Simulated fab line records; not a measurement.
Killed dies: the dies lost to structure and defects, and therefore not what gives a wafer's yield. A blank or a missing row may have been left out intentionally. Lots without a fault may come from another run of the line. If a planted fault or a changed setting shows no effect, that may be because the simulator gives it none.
Comparing a struck lot with a sound one ; flow n5 finfet ; 36 steps out of a route of 1938
Sound: wafers L716.2, L716.5, L716.6. The struck wafers were L705.3, L705.5, L705.6. At the end, the cause is stated.
Order at every step that has rows: each side's tool, ch and its chambers, its first start. Under that, the readings that differ: sound wafers ; struck wafers ; difference of the means ; sigmas: that difference in standard deviations of wafers without a fault.
alike: readings with means less than 2 such deviations apart, plus words and numbers identical on both sides. not compared: withheld readings, readings lacking a value on some wafer, bounds such as >300 that could conceal the same value, and numbers that have no deviation in the record and whose values overlap.
A row with sigmas, a row that says differs or no value, or rows on one side alone: a step with any of these is where the two part. Numbers that have no deviation but don't overlap get no sigmas and don't part them. Lack of a reading on every wafer of one side parts them only where that side has two or more wafers.

first, 9 steps without rows for these wafers: N5_BEOL_M4_ANNEAL_95 (time 240 s); N5_BEOL_M4_SPUTTER_96 (material Cu, target thk 4.5 nm, time 8.29 s); N5_BEOL_M4_ECD_50 (material Cu, target thk 300 nm); N5_BEOL_M4_ANNEAL_51 (time 90 s); N5_BEOL_M4_CMP_52 (polishes, stops on SiOC, t overpolish 6.8 s, target thk 40 nm); N5_BEOL_M4_PRE_CLEAN_60 (time 15 s); N5_BEOL_M4_CO_CAP_55 (material Co, precursor CCTBA/H2, target thk 2 nm, time 102.1 s); N5_BEOL_M4_PRE_CLEAN_56 (time 15 s); N5_BEOL_M4_DEP_57 (deposits SiCN from 3MS/NH3, target thk 8 nm, time 14 s).
N5_BEOL_M4_RC_MEAS_101:
  sound on prober-02 ch 0, day 12 22:40; struck on prober-02 ch 0, day 10 17:26
reading;sound;struck;difference;sigmas
SS_N (mV/dec);72.7 71.8 71.2;71.0 70.2 70.3;-1.4;-2
  alike: DIBL_N, DIBL_P, IOFF_N, IOFF_P, ION_N, ION_P, SS_P, VT_N, VT_P
then, 24 steps without rows for these wafers: N5_BEOL_M5_ILD_DEP_00 (deposits SiCOH lowk from DEMS/porogen, target thk 140.64 nm, time 25.9 s); N5_BEOL_M5_CURE_79 (cures SiCOH lowk, time 240 s); N5_BEOL_M5_PECVD_70 (deposits SiO2 from TEOS/O2, target thk 16 nm, time 18 s); N5_BEOL_M5_HM_DEP_02 (deposits TiN, target thk 20 nm); N5_BEOL_M5_COAT_59 (time 60 s, resist thk 60 nm); N5_BEOL_M5_COAT_60 (time 60 s, resist thk 12 nm); N5_BEOL_M5_COAT_71 (time 60 s, resist thk 5 nm); N5_BEOL_M5_COAT_05 (resist thk 30 nm); N5_BEOL_M5_EBR_07; N5_BEOL_M5_SOFTBAKE_06 (time 60 s); N5_BEOL_M5_EXPOSE_08 (exposes mask M5, target cd 28 nm); N5_BEOL_M5_PEB_09 (peb time 60 s); N5_BEOL_M5_DEVELOP_10 (develop time 30 s); N5_BEOL_M5_DESCUM_16 (chemistry O2, time 7 s); N5_BEOL_M5_ETCH_72 (etches underlayer in N2/H2, target depth 6.5 nm, time 5.2 s); N5_BEOL_M5_ETCH_61 (etches SiARC in CF4, target depth 15.6 nm, time 26 s); N5_BEOL_M5_ETCH_62 (etches SOC in N2/H2, target depth 75 nm, overetch 15 nm, time 112.5 s); N5_BEOL_M5_STRIP_63 (strips in N2/H2); N5_BEOL_M5_STRIP_73 (strips in N2/H2); N5_BEOL_M5_STRIP_64 (strips in CF4); N5_BEOL_M5_HM_OPEN_17 (chemistry Cl2/BCl3, target TiN, target depth 20 nm, overetch 6 nm); N5_BEOL_M5_STRIP_19 (strips in O2); N5_BEOL_M5_COAT_65 (time 60 s, resist thk 60 nm); N5_BEOL_M5_COAT_66 (time 60 s, resist thk 12 nm).
-- record jumps: 4 days separate the struck wafers' starts on either side; left off in module BEOL_M5, taken up again in module MIM_BOT_ETCH, whose first shown step is the route's number 1868 --
N5_MIM_BOT_ETCH_ETCH_00: etches TiN in Cl2/BCl3, target depth 45.5 nm.
  sound on rie metal-02 ch 0,1, day 17 03:59; struck on rie metal-03 ch 0,1, day 14 20:53
  no value came back on the struck wafers for any of 5 readings (bcl3 flow sccm (sccm), bias w (W) and others); on the sound wafers bcl3 flow sccm (sccm) reads 21.72 21.61 21.77
  not compared: rf hours counter h, model.coat_of_MIM_BOT_LITHO_COAT_02.thk nm
N5_PASSIVATION_PROBE_49:
  rows exist in the record for the struck wafers here (prober-01, day 15 05:50), but not for the sound ones

WHERE THEY PART
Last at N5_PASSIVATION_PROBE_49 as far as this record goes, first at N5_BEOL_M4_RC_MEAS_101.

WHY: the cause the simulator had injected
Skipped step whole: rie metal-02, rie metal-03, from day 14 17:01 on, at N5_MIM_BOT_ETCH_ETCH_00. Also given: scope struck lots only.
